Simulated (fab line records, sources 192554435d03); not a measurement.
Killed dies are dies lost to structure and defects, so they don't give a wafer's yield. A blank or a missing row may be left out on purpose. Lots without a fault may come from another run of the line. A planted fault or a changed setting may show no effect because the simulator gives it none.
Tool commonality check | flow n5_finfet | 9 lots, 27 wafers sampled

WHY IT WAS OPENED
At N5_STI_FIN_REVEAL_FIN_H_MEAS_10 the reading trench_depth_nm is flagged on 2 of 9 lots. Wafers without a fault read 52.5 nm, standard deviation 1.
Rule: a lot is flagged when every wafer of it that has a number lies more than 4 standard deviations from that mean, or none has a number. The other lots count as sound.

lot  | measured    | on     | trench_depth_nm (nm), wafer by wafer | flag
L853 | day 3 02:05 | ocd-02 | 54.0 52.8 51.8                       |
L855 | day 3 14:02 | ocd-02 | 50.6 53.0 51.9                       |
L860 | day 4 19:38 | ocd-02 | 0.0 -0.8 -0.1                        | FLAGGED
L861 | day 5 00:58 | ocd-01 | -0.6 -1.4 -1.0                       | FLAGGED
L865 | day 6 04:24 | ocd-02 | 51.5 53.0 51.9                       |
L866 | day 6 08:11 | ocd-02 | 51.2 51.1 52.3                       |
L870 | day 7 06:44 | ocd-01 | 51.6 50.1 53.0                       |
L872 | day 7 19:16 | ocd-01 | 53.0 51.4 52.5                       |
L873 | day 8 01:48 | ocd-01 | 51.5 53.9 53.6                       |
The numbers of the flagged lots are -0.7 nm on average: -53.1 nm against the usual, or -53 standard deviations.

WHICH TOOL RAN EACH LOT
The record holds 3 process steps before the reading, out of a route of 1938 steps. In each cell: the tool, then ch and the chambers that the sampled wafers went through, then the start.
lot  | flag    | N5_FIN_CUT_STRIP_22               | N5_STI_FIN_REVEAL_ETCHBACK_08     | N5_STI_FIN_REVEAL_RECESS_09
L853 |         | rie_diel-02 ch 0,2, day 2 17:02   | rie_diel-03 ch 0,1,2, day 2 22:52 | vapor_etch-01 ch 0,1, day 2 23:07
L855 |         | rie_diel-02 ch 0,1,3, day 3 04:49 | rie_diel-03 ch 0,1,2, day 3 11:06 | vapor_etch-01 ch 0,1, day 3 11:21
L860 | FLAGGED | rie_diel-06 ch 0,1, day 4 10:31   | rie_diel-03 ch 0,1,2, day 4 16:21 | vapor_etch-01 ch 0,1, day 4 16:56
L861 | FLAGGED | rie_diel-06 ch 0,2,3, day 4 15:15 | rie_diel-03 ch 0,1, day 4 22:01   | vapor_etch-02 ch 0,1, day 4 22:16
L865 |         | rie_diel-05 ch 1,2,3, day 5 18:50 | rie_diel-04 ch 0,1,3, day 6 01:26 | vapor_etch-01 ch 0,1, day 6 01:41
L866 |         | rie_diel-02 ch 0,2,3, day 5 23:11 | rie_diel-01 ch 2,3, day 6 05:10   | vapor_etch-01 ch 0,1, day 6 05:57
L870 |         | rie_diel-02 ch 0,2, day 6 21:47   | rie_diel-03 ch 0,1,3, day 7 03:46 | vapor_etch-02 ch 0,1, day 7 04:01
L872 |         | rie_diel-02 ch 0,1,2, day 7 09:56 | rie_diel-03 ch 2,3, day 7 16:17   | vapor_etch-02 ch 0,1, day 7 16:32
L873 |         | rie_diel-06 ch 0,1,3, day 7 16:39 | rie_diel-03 ch 1,3, day 7 22:41   | vapor_etch-01 ch 0,1, day 7 22:56
What these steps do:
- N5_FIN_CUT_STRIP_22: strips in N2/H2.
- N5_STI_FIN_REVEAL_ETCHBACK_08: etches SiO2 in C4F6/O2, target depth 30.5 nm, time 10.167 s.
- N5_STI_FIN_REVEAL_RECESS_09: chemistry HF/NH3, target SiO2, afs cycles 11, target depth 42.5 nm, sublimation time 60 s.
- N5_STI_FIN_REVEAL_FIN_H_MEAS_10

FLAGGED OVER TOTAL, TOOL BY TOOL (the gauges that took the reading come last)
step                            | tool          | lots run | flagged | share of the flagged lots | sound lots run after its first flagged lot
N5_FIN_CUT_STRIP_22             | rie_diel-02   | 5        | 0       | none                      | -
N5_FIN_CUT_STRIP_22             | rie_diel-05   | 1        | 0       | none                      | -
N5_FIN_CUT_STRIP_22             | rie_diel-06   | 3        | 2       | all                       | 1 (L873)
N5_STI_FIN_REVEAL_ETCHBACK_08   | rie_diel-01   | 1        | 0       | none                      | -
N5_STI_FIN_REVEAL_ETCHBACK_08   | rie_diel-03   | 7        | 2       | all                       | 3 (L870,L872,L873)
N5_STI_FIN_REVEAL_ETCHBACK_08   | rie_diel-04   | 1        | 0       | none                      | -
N5_STI_FIN_REVEAL_RECESS_09     | vapor_etch-01 | 6        | 1       | some                      | 3 (L865,L866,L873)
N5_STI_FIN_REVEAL_RECESS_09     | vapor_etch-02 | 3        | 1       | some                      | 2 (L870,L872)
N5_STI_FIN_REVEAL_FIN_H_MEAS_10 | ocd-01        | 4        | 1       | some                      | 3 (L870,L872,L873)
N5_STI_FIN_REVEAL_FIN_H_MEAS_10 | ocd-02        | 5        | 1       | some                      | 2 (L865,L866)

WHAT THE TABLE ALLOWS
2 rows of the table ran every flagged lot: rie_diel-06 at N5_FIN_CUT_STRIP_22, rie_diel-03 at N5_STI_FIN_REVEAL_ETCHBACK_08.
- rie_diel-06 at N5_FIN_CUT_STRIP_22: 2 of its 3 lots flagged. Sound lots ran on it after the first flagged one (L873), which a lasting fault on the whole tool wouldn't allow.
- rie_diel-03 at N5_STI_FIN_REVEAL_ETCHBACK_08: 2 of its 7 lots flagged. Sound lots ran on it after the first flagged one (L870, L872, L873), which a lasting fault on the whole tool wouldn't allow.
No row of the table ran every flagged lot and no sound lot after the first.

WHAT THE SIMULATOR HAD PUT IN
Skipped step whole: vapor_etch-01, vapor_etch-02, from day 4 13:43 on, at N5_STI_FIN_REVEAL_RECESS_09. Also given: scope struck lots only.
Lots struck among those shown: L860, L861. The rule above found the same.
